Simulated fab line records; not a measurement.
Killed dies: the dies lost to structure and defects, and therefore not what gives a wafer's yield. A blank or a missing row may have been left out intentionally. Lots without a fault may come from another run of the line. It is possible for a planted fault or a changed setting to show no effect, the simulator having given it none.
Which tool was responsible? + flow n5 finfet + 30 wafers from 10 lots sampled at 5 of the route's 1938 steps

== WHAT THE GAUGES SHOWED, per wafer ==
N5_WELL_APT_CD_MEAS_08 targets a cd of 200 nm. Usual: 199.5 nm for cd nm, sd 1.5.
| lot  | measured    | on        | cd nm (nm)        | flag |
|------|-------------|-----------|-------------------|------|
| L989 | day 1 19:41 | cd sem-01 | 199.8 199.9 200.7 |      |
| L990 | day 2 01:41 | cd sem-01 | 195.5 198.7 198.0 |      |
| L991 | day 2 07:41 | cd sem-03 | 201.9 198.1 198.9 |      |
| L992 | day 2 13:44 | cd sem-03 | 202.6 200.2 198.7 |      |
| L994 | day 3 01:41 | cd sem-01 | 199.0 199.3 199.1 |      |
| L997 | day 3 19:43 | cd sem-02 | 199.0 197.9 195.9 |      |
| L998 | day 4 01:42 | cd sem-03 | 200.2 201.0 198.7 |      |
| L100 | day 4 13:41 | cd sem-03 | 201.1 199.1 197.3 |      |
| L107 | day 6 07:34 | cd sem-02 | 198.6 198.7 196.6 |      |
| L109 | day 6 19:52 | cd sem-02 | 199.1 197.3 198.0 |      |

N5_WELL_APT_INSPECT_10: inspects for defects (macro). Usual: 2.0 for raw defect count, sd 1.5.
| lot  | measured    | on                | raw defect count | flag |
|------|-------------|-------------------|------------------|------|
| L989 | day 1 19:44 | defect inspect-02 | 2 1 3            |      |
| L990 | day 2 01:44 | defect inspect-02 | 2 2 2            |      |
| L991 | day 2 07:44 | defect inspect-01 | 2 4 4            |      |
| L992 | day 2 13:47 | defect inspect-02 | 0 6 2            |      |
| L994 | day 3 01:44 | defect inspect-01 | 1 0 2            |      |
| L997 | day 3 19:47 | defect inspect-01 | 2 2 2            |      |
| L998 | day 4 01:46 | defect inspect-01 | 0 1 3            |      |
| L100 | day 4 13:44 | defect inspect-01 | 3 0 2            |      |
| L107 | day 6 07:37 | defect inspect-01 | 3 4 2            |      |
| L109 | day 6 19:55 | defect inspect-01 | 3 0 4            |      |

N5_BEOL_M4_RC_MEAS_101. Usual: DIBL_N 36.4 mV/V, standard deviation 1.7; DIBL_P 36.4 mV/V, standard deviation 2.1; IOFF_N 0.16 nA/um, standard deviation 0.035; IOFF_P 0.21 nA/um, standard deviation 0.035; ION_N 680 uA/um, standard deviation 11; ION_P 465 uA/um, standard deviation 6.8; SS_N 71.5 mV/dec, standard deviation 0.58; SS_P 73.2 mV/dec, standard deviation 0.72; VT_N 249 mV, standard deviation 3.6; VT_P -250 mV, standard deviation 3.1.
| lot  | measured     | on        | DIBL_N (mV/V)  | DIBL_P (mV/V)  | IOFF_N (nA/um) | IOFF_P (nA/um) | ION_N (uA/um) | ION_P (uA/um) | SS_N (mV/dec)  | SS_P (mV/dec)  | VT_N (mV)   | VT_P (mV)      | flag |
|------|--------------|-----------|----------------|----------------|----------------|----------------|---------------|---------------|----------------|----------------|-------------|----------------|------|
| L989 | day 8 08:55  | prober-02 | 34.6 34.0 37.1 | 34.5 33.7 37.9 | 0.14 0.13 0.18 | 0.19 0.17 0.23 | 669 667 689   | 462 460 467   | 71.7 71.6 71.5 | 72.8 72.1 73.1 | 252 253 246 | -248 -253 -247 |      |
| L990 | day 8 13:37  | prober-01 | 36.0 35.2 37.9 | 37.7 36.5 39.5 | 0.17 0.16 0.22 | 0.24 0.22 0.28 | 685 686 693   | 469 471 476   | 71.2 71.3 72.1 | 73.6 73.5 74.4 | 248 249 247 | -250 -250 -246 |      |
| L991 | day 8 23:29  | prober-01 | 35.5 36.5 34.6 | 36.7 37.4 35.5 | 0.17 0.20 0.16 | 0.22 0.23 0.19 | 701 691 686   | 472 463 464   | 71.6 71.4 71.5 | 73.9 73.5 73.5 | 246 246 250 | -246 -246 -251 |      |
| L992 | day 9 21:58  | prober-02 | 35.7 34.6 36.0 | 37.8 35.9 37.8 | 0.17 0.14 0.18 | 0.19 0.17 0.20 | 678 662 680   | 457 451 459   | 71.7 71.5 71.9 | 73.8 73.2 74.4 | 250 252 247 | -254 -256 -251 |      |
| L994 | day 9 22:27  | prober-01 | 36.3 34.1 36.1 | 35.4 33.1 35.0 | 0.15 0.13 0.15 | 0.22 0.19 0.22 | 689 670 683   | 472 466 474   | 71.8 71.3 71.7 | 73.4 72.8 73.1 | 252 252 252 | -248 -246 -246 |      |
| L997 | day 10 02:14 | prober-02 | 36.5 38.0 40.3 | 36.4 39.3 42.2 | 0.14 0.19 0.24 | 0.19 0.24 0.30 | 686 693 701   | 472 474 475   | 72.0 71.2 72.4 | 73.6 73.5 74.3 | 251 249 244 | -252 -249 -245 |      |
| L998 | day 10 04:45 | prober-01 | 37.7 35.5 35.9 | 36.4 33.3 34.8 | 0.19 0.13 0.14 | 0.24 0.18 0.21 | 697 655 682   | 474 457 469   | 71.9 71.9 71.6 | 73.2 72.4 72.8 | 244 252 246 | -246 -252 -246 |      |
| L100 | day 11 07:11 | prober-01 | 35.3 35.7 36.4 | 34.5 34.5 34.9 | 0.14 0.15 0.16 | 0.18 0.20 0.20 | 679 679 678   | 463 461 459   | 71.1 71.2 71.6 | 72.3 72.8 73.1 | 250 248 247 | -252 -249 -252 |      |
| L107 | day 13 08:45 | prober-01 | 36.3 38.7 38.8 | 34.1 36.9 36.5 | 0.15 0.20 0.21 | 0.21 0.25 0.24 | 680 689 686   | 469 472 465   | 71.4 72.1 71.3 | 73.1 73.9 73.6 | 249 247 247 | -249 -248 -248 |      |
| L109 | day 13 05:23 | prober-02 | 39.5 37.7 41.5 | 40.4 37.7 42.8 | 0.24 0.19 0.31 | 0.28 0.23 0.32 | 686 702 717   | 463 471 480   | 73.2 71.0 72.9 | 74.5 73.2 75.0 | 243 243 239 | -247 -249 -245 |      |

== TOOL THAT RAN EACH LOT (tool first, then ch and the chambers of the sampled wafers, then the start) ==
| lot  | N5_ZERO_LAYER_EXPOSE_08          | N5_WELL_APT_RTA_34              |
|------|----------------------------------|---------------------------------|
| L989 | krf scanner-01 ch 0, day 1 18:36 | rtp anneal-02 ch 0, day 1 21:56 |
| L990 | krf scanner-02 ch 0, day 2 00:35 | rtp anneal-02 ch 0, day 2 03:57 |
| L991 | krf scanner-02 ch 0, day 2 06:29 | rtp anneal-02 ch 0, day 2 10:07 |
| L992 | krf scanner-02 ch 0, day 2 12:28 | rtp anneal-01 ch 0, day 2 15:52 |
| L994 | krf scanner-01 ch 0, day 3 00:36 | rtp anneal-02 ch 0, day 3 04:05 |
| L997 | krf scanner-01 ch 0, day 3 18:38 | rtp anneal-01 ch 0, day 3 21:42 |
| L998 | krf scanner-02 ch 0, day 4 00:37 | rtp anneal-01 ch 0, day 4 03:49 |
| L100 | krf scanner-01 ch 0, day 4 12:36 | rtp anneal-01 ch 0, day 4 15:52 |
| L107 | krf scanner-01 ch 0, day 6 06:28 | rtp anneal-01 ch 0, day 6 09:34 |
| L109 | krf scanner-01 ch 0, day 6 18:37 | rtp anneal-02 ch 0, day 6 21:59 |
- N5_ZERO_LAYER_EXPOSE_08: exposes mask ZERO, defocus 0 nm, target cd 2000 nm.
- N5_WELL_APT_RTA_34: time 10 s.

== AS READ BY THE TOOLS THEMSELVES (means over the sampled wafers that have a number; for cases with no such wafer, the mark the record gives instead) ==
N5_ZERO_LAYER_EXPOSE_08. Usual: 16.193 for exposure dose mJ cm2, sd 0.017.
| lot  | tool           | exposure dose mJ cm2 | flag |
|------|----------------|----------------------|------|
| L989 | krf scanner-01 | 16.201               |      |
| L990 | krf scanner-02 | 16.200               |      |
| L991 | krf scanner-02 | 16.187               |      |
| L992 | krf scanner-02 | 16.214               |      |
| L994 | krf scanner-01 | 16.167               |      |
| L997 | krf scanner-01 | 16.177               |      |
| L998 | krf scanner-02 | 16.213               |      |
| L100 | krf scanner-01 | 16.181               |      |
| L107 | krf scanner-01 | 16.544               | OFF  |
| L109 | krf scanner-01 | 16.466               | OFF  |

N5_WELL_APT_RTA_34. Usual: lamp power pct 13.00 %, standard deviation 0.055; lamp_zone_4_pct 12.99 %, standard deviation 0.03; wafer_temp_C_max 1003.5, standard deviation 1.1.
| lot  | tool          | lamp power pct (%) | lamp_zone_4_pct (%) | wafer_temp_C_max | flag |
|------|---------------|--------------------|---------------------|------------------|------|
| L989 | rtp anneal-02 | 12.99              | 12.97               | 1003.3           |      |
| L990 | rtp anneal-02 | 12.99              | 12.99               | 1003.7           |      |
| L991 | rtp anneal-02 | 13.00              | 12.96               | 1002.6           |      |
| L992 | rtp anneal-01 | 13.02              | 13.01               | 1002.0           |      |
| L994 | rtp anneal-02 | 12.96              | 12.99               | 1002.6           |      |
| L997 | rtp anneal-01 | 13.04              | 13.00               | 1003.3           |      |
| L998 | rtp anneal-01 | 13.01              | 12.98               | 1003.4           |      |
| L100 | rtp anneal-01 | 12.95              | 12.99               | 1003.3           |      |
| L107 | rtp anneal-01 | 13.00              | 12.98               | 1003.7           |      |
| L109 | rtp anneal-02 | 13.00              | 12.97               | 1003.6           |      |

== THE ANSWER, worked out from the rows above alone ==
Rule: a lot counts as off when the mean over its wafers that have a number is more than 3 standard deviations away from the usual mean. A lot without any number at a reading at which 4 lots or more have one is off too. The other lots that the step has rows for count as sound. After the gauges, taken in route order, come the tools' own readings; for these a lot's mean is taken, as printed above. The first step at which some lot is off is used, and at that step the reading that is off furthest; a lot without a number counts as furthest.
Off at N5_ZERO_LAYER_EXPOSE_08 (exposure dose mJ cm2): L107, L109.
If a tool, at that step or one of the process steps before it, ran each lot that is off and ran no sound lot following the first of them, it fits. One candidate fits, namely krf scanner-01 at N5_ZERO_LAYER_EXPOSE_08. A fault onset in the window from L100 (day 4 12:36, its last sound lot) to L107 (day 6 06:28, its first lot off) fits.
On the lots that are off, the tool's own readings at N5_ZERO_LAYER_EXPOSE_08 differ by more than 5 times the standard deviation of the sound lots' means, which bears it out; exposure dose mJ cm2 reads 16.505 there versus 16.192 on the sound lots.

== WHAT WAS PUT IN BY THE SIMULATOR ==
Drift in process parameters on krf scanner-01 at N5_ZERO_LAYER_EXPOSE_08, starting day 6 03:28. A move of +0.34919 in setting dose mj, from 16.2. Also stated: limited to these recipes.
Shown lots that were struck: L107, L109. The rule above found the same.
